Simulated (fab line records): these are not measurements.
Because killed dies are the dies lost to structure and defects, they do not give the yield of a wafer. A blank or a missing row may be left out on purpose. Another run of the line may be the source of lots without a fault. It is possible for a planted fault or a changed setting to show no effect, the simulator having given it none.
Which tool is to blame? | flow nandHarc | 14 lots, 38 wafers sampled, at 5 steps of a route of 1159

== WHAT EACH GAUGE READ, for each wafer ==
NHARC_A_BONDPAD_INSPECT_23.
lot  | measured     | on               | rawDefectCount
L714 | day 18 05:34 | defectInspect-02 | 548 784 717
L715 | day 18 06:16 | defectInspect-01 | 391 492 797
L716 | day 18 08:05 | defectInspect-02 | 475 371 446
L712 | day 18 08:56 | defectInspect-01 | 567 450 541
L717 | day 19 06:02 | defectInspect-02 | 419 633 504
L713 | day 19 08:38 | defectInspect-01 | 654 504 646
L718 | day 19 09:16 | defectInspect-02 | 395 298 402
L719 | day 20 05:28 | defectInspect-01 | 469 327 333
L721 | day 20 06:13 | defectInspect-02 | 378 395 309
L720 | day 20 12:13 | defectInspect-01 | 551 529 554
L722 | day 21 05:40 | defectInspect-02 | 455 404
L725 | day 21 08:58 | defectInspect-01 | 471
L724 | day 21 19:32 | defectInspect-01 | 684 454
L726 | day 22 04:05 | defectInspect-02 | 578 509 321

NHARC_THIN_TSV_THK_MEAS_02: measures by ir.
lot  | measured     | on           | thkNm (nm)
L714 | day 18 18:59 | filmMetro-01 | 3407 3275 3354
L715 | day 18 21:22 | filmMetro-02 | 3134 3100 2935
L716 | day 18 17:45 | filmMetro-02 | 2981 2698 3115
L712 | day 18 20:11 | filmMetro-01 | 3355 3254 3362
L717 | day 19 18:10 | filmMetro-01 | 2876 2819 3271
L713 | day 19 20:33 | filmMetro-01 | 2754 2888 2868
L718 | day 19 19:21 | filmMetro-01 | 2632 3168 3181
L719 | day 20 21:07 | filmMetro-02 | 3394 3571 2983
L721 | day 20 19:56 | filmMetro-02 | 3004 2627 2822
L720 | day 21 01:35 | filmMetro-01 | 2900 2609 3043
L722 | day 21 17:13 | filmMetro-02 | 1 1
L725 | day 21 19:37 | filmMetro-01 | 1
L724 | day 22 10:19 | filmMetro-01 | 0 0
L726 | day 22 15:53 | filmMetro-01 | 0 0 0

== EACH LOT AND THE TOOL THAT RAN IT (in order: tool; ch and the chambers of the sampled wafers; start) ==
lot  | NHARC_A_BONDPAD_ETCH_34           | NHARC_A_BONDPAD_CMP_19        | NHARC_THIN_TSV_GRIND_00
L714 | rieDiel-05 ch 1,2,3, day 18 03:04 | cmp-01 ch 1,2, day 18 05:02   | grinder-01 ch 0, day 18 17:40
L715 | rieDiel-05 ch 0,2,3, day 18 03:44 | cmp-02 ch 0,1,3, day 18 05:44 | grinder-01 ch 0, day 18 20:05
L716 | rieDiel-05 ch 2,3, day 18 05:32   | cmp-03 ch 0,2, day 18 07:34   | grinder-01 ch 0, day 18 16:40
L712 | rieDiel-12 ch 0,1,3, day 18 06:25 | cmp-03 ch 0,1,3, day 18 08:25 | grinder-01 ch 0, day 18 18:41
L717 | rieDiel-05 ch 0,1,2, day 19 03:19 | cmp-03 ch 0,3, day 19 05:31   | grinder-01 ch 0, day 19 17:04
L713 | rieDiel-12 ch 1,2,3, day 19 06:10 | cmp-03 ch 0,2,3, day 19 08:07 | grinder-01 ch 0, day 19 19:04
L718 | rieDiel-05 ch 0,1,2, day 19 06:46 | cmp-03 ch 0,1,3, day 19 08:48 | grinder-01 ch 0, day 19 18:04
L719 | rieDiel-05 ch 0,2,3, day 20 02:51 | cmp-02 ch 0,1,3, day 20 04:55 | grinder-01 ch 0, day 20 19:49
L721 | rieDiel-05 ch 0,2, day 20 03:45   | cmp-01 ch 0,1,2, day 20 05:45 | grinder-01 ch 0, day 20 18:37
L720 | rieDiel-05 ch 0,1, day 20 09:43   | cmp-02 ch 0,1,3, day 20 11:43 | grinder-01 ch 0, day 21 00:04
L722 | rieDiel-05 ch 0,1, day 21 03:04   | cmp-01 ch 2,3, day 21 05:11   | grinder-01 ch 0, day 21 15:44
L725 | rieDiel-05 ch 0, day 21 06:25     | cmp-01 ch 0, day 21 08:26     | grinder-01 ch 0, day 21 18:31
L724 | rieDiel-05 ch 0,2, day 21 17:01   | cmp-01 ch 1,3, day 21 18:59   | grinder-01 ch 0, day 22 09:13
L726 | rieDiel-05 ch 1,2,3, day 22 01:07 | cmp-01 ch 0,1,3, day 22 03:31 | grinder-01 ch 0, day 22 14:24
- NHARC_A_BONDPAD_ETCH_34: etches the open film in N2/H2, target depth 60 nm, overetch 18 nm, time 65.91 s.
- NHARC_A_BONDPAD_CMP_19: polishes, t overpolish 30 s, cu recess touch 16 s, target thk 169.8 nm.
- NHARC_THIN_TSV_GRIND_00

== AS READ BY THE TOOLS THEMSELVES (means over the sampled wafers that have a number; for cases with no such wafer, the mark the record gives instead) ==
NHARC_A_BONDPAD_ETCH_34.
lot  | tool       | drypumpMotorCurrentA (A) | oesProductAu (a.u.) | rfVppV (V) | showerheadPlenumPTorr (Torr) | throttleValvePct (%)
L714 | rieDiel-05 | 5.52                     | 1.012               | 428.1      | 1.94                         | 14.169
L715 | rieDiel-05 | 5.61                     | 1.007               | 429.6      | 2.00                         | 14.164
L716 | rieDiel-05 | 5.61                     | 1.008               | 427.4      | 1.94                         | 14.163
L712 | rieDiel-12 | 5.82                     | 1.003               | 428.8      | 1.98                         | 14.178
L717 | rieDiel-05 | 5.61                     | 1.017               | 428.9      | 1.96                         | 14.178
L713 | rieDiel-12 | 5.76                     | 1.004               | 431.6      | 2.08                         | 14.168
L718 | rieDiel-05 | 5.61                     | 1.011               | 427.8      | 1.96                         | 14.175
L719 | rieDiel-05 | 5.60                     | 1.002               | 428.7      | 2.00                         | 14.178
L721 | rieDiel-05 | 5.73                     | 0.997               | 430.3      | 2.01                         | 14.174
L720 | rieDiel-05 | 5.61                     | 1.006               | 429.9      | 2.01                         | 14.183
L722 | rieDiel-05 | 5.56                     | 1.005               | 429.8      | 1.98                         | 14.165
L725 | rieDiel-05 | 5.73                     | 1.000               | 432.1      | 2.07                         | 14.172
L724 | rieDiel-05 | 5.73                     | 0.986               | 429.4      | 1.98                         | 14.175
L726 | rieDiel-05 | 5.50                     | 1.008               | 427.1      | 1.94                         | 14.172

NHARC_A_BONDPAD_CMP_19.
lot  | tool   | motorCurrentA (A) | overpolishRunS (s) | retainingRingPressureFrac
L714 | cmp-01 | 11.3              | 29.998             | 1.001
L715 | cmp-02 | 12.0              | 30.002             | 0.999
L716 | cmp-03 | 11.6              | 30.001             | 1.006
L712 | cmp-03 | 11.9              | 29.987             | 0.997
L717 | cmp-03 | 12.0              | 30.008             | 0.997
L713 | cmp-03 | 12.8              | 29.997             | 0.999
L718 | cmp-03 | 12.4              | 30.007             | 0.998
L719 | cmp-02 | 12.7              | 30.004             | 1.006
L721 | cmp-01 | 11.5              | 29.991             | 0.997
L720 | cmp-02 | 12.8              | 30.000             | 1.005
L722 | cmp-01 | 12.5              | 29.998             | 1.001
L725 | cmp-01 | 12.0              | 30.003             | 0.992
L724 | cmp-01 | 11.8              | 29.986             | 0.997
L726 | cmp-01 | 12.2              | 30.003             | 1.000

NHARC_THIN_TSV_GRIND_00.
lot  | tool       | motorCurrentA (A)
L714 | grinder-01 | 12.009
L715 | grinder-01 | 12.007
L716 | grinder-01 | 11.989
L712 | grinder-01 | 11.988
L717 | grinder-01 | 12.001
L713 | grinder-01 | 12.010
L718 | grinder-01 | 11.990
L719 | grinder-01 | 11.992
L721 | grinder-01 | 12.006
L720 | grinder-01 | 11.994
L722 | grinder-01 | 12.009
L725 | grinder-01 | 11.999
L724 | grinder-01 | 11.994
L726 | grinder-01 | 11.985

== THE ANSWER, worked out from the rows above alone ==
Rule: the lots themselves supply what counts as usual. The widest of any qualifying gaps counts: lots, ordered by their means at a reading, are off when they make up no more than a third of the lots, leave a main group of 4 or more, and stand apart from it by 3 or more times the standard deviation of that group's means. A main group is skipped when, at the precision printed for the reading in the tables above, its means are all equal. Also off: a lot with no number at a reading for which 4 or more lots have one. Any other lot the step has rows for is counted as sound. The gauges are gone through in route order, then the tools' own readings, and for those a lot's mean is taken as printed above. The first step at which some lot is off is used, and at that step the reading that is off furthest; a lot without a number counts as furthest.
Off at NHARC_THIN_TSV_THK_MEAS_02 (thkNm): L722, L725, L724, L726. The main group has a mean of 3046 nm with a standard deviation of 2e+02.
A tool fits if, at a process step before that reading, it ran every lot that is off, and no sound lot after the first of them. The gauges at NHARC_THIN_TSV_THK_MEAS_02 are tried like those tools. Can't be told from this: 3 tools fit, rieDiel-05 at NHARC_A_BONDPAD_ETCH_34, cmp-01 at NHARC_A_BONDPAD_CMP_19, grinder-01 at NHARC_THIN_TSV_GRIND_00.

== WHAT THE SIMULATOR HAD INSERTED ==
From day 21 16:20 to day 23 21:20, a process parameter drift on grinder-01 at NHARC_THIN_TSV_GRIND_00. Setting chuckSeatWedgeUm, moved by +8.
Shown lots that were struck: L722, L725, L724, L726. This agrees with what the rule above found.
